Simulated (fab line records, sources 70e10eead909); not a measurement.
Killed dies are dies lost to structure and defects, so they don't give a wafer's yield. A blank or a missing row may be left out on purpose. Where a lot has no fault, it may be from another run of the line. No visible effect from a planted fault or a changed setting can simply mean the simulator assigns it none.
Problem report in the 8D (eight disciplines) form, filled by code / flow nand-harc / the parts of the form that need people (team, actions taken, sign-off) are left out

1. THE PROBLEM
At NHARC_A_ONON_D1_THK_MEAS_14, thk-nm averages 844 nm over 2 wafers from 2 lots, while fault-free wafers read 1001 nm, standard deviation 9.1. Measured from the usual mean, that is -17 standard deviations.
The step: measures by ellipsometry.
The first sign was on wafer L850.1 at day 16 18:28, on film-metro-01. The record has a number at this step for 42 wafers belonging to 14 lots. Rule for "out", or "out of limits": more than 4 standard deviations from the usual mean. The other wafers with a number count as sound.

2. WHAT THIS IS AND IS NOT
question=which readings at this step | is=thk-nm | is not=-
question=which lots | is=L850, L851 | is not=L832, L834, L835, L836, L837, L838, L839, L840, L841, L842, L852, L853
question=which wafers of those lots | is=L850.1, L851.1 | is not=L850.3, L850.4, L851.2, L851.3
question=read on which gauges | is=film-metro-01 | is not=film-metro-02
question=when | is=from day 16 18:28 | is not=up to then (32 sound wafers); but 8 sound wafers of L851, L852, L853 came after

3. THE SUSPECTS, EACH WITH WHAT RULES IT OUT
Counting: any tool at a process step up to the reading remains a suspect provided it ran every lot that is out. Sound lots after the first of them don't rule it out here, since some wafers of a struck lot are sound.
- the gauge at NHARC_A_ONON_D1_THK_MEAS_14: kept. All the wafers that are out were read on film-metro-01, and no step on other tools shows them out.
- pecvd-onon-04 at NHARC_A_ONON_D1_DEP_12 (target thk 1000 nm): kept. Ran every lot that is out, first one L850 (day 16 17:57); last sound lot up to then L842 (day 12 17:03).
The count leaves film-metro-01 at NHARC_A_ONON_D1_THK_MEAS_14 and pecvd-onon-04 at NHARC_A_ONON_D1_DEP_12.

4. THE CAUSE (what the simulator had put in)
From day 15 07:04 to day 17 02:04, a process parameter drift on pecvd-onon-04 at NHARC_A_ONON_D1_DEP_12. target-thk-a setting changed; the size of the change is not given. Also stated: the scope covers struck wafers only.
Of the 2 suspects that counting leaves, this tool is one.

5. THE CHAIN OF EFFECTS, in route order
Each row: a reading where the mean over the struck wafers with a number is more than 3 standard deviations away from the usual. Only readings for which the record gives a usual standard deviation are gone through. hours: the time from each lot's start at the first step in this table that gives one to its start at this step, as a median over the lots. sigmas: the change in usual standard deviations.
hours=0; step=NHARC_A_ONON_D1_THK_MEAS_14; reading=thk-nm; usual=1001 nm; on struck wafers=844; change=-157; sigmas=-17
Later steps that measure or inspect, where all struck wafers having a row at the step show a number for every such reading and not one has moved that far: NHARC_A_ONON_D1_THK_MEAS_24, NHARC_A_CHANNEL_HOLE_D1_INSPECT_12.

6. WHAT WOULD HAVE CAUGHT IT SOONER
The first out-of-limits reading at a measuring or inspecting step in this record came at day 16 18:28, 35 hours after the fault's start at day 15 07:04.
Lots out: 2; of these, L851 started NHARC_A_ONON_D1_DEP_12 on pecvd-onon-04 after day 16 18:28. A tool hold placed at that time would have kept it from harm.
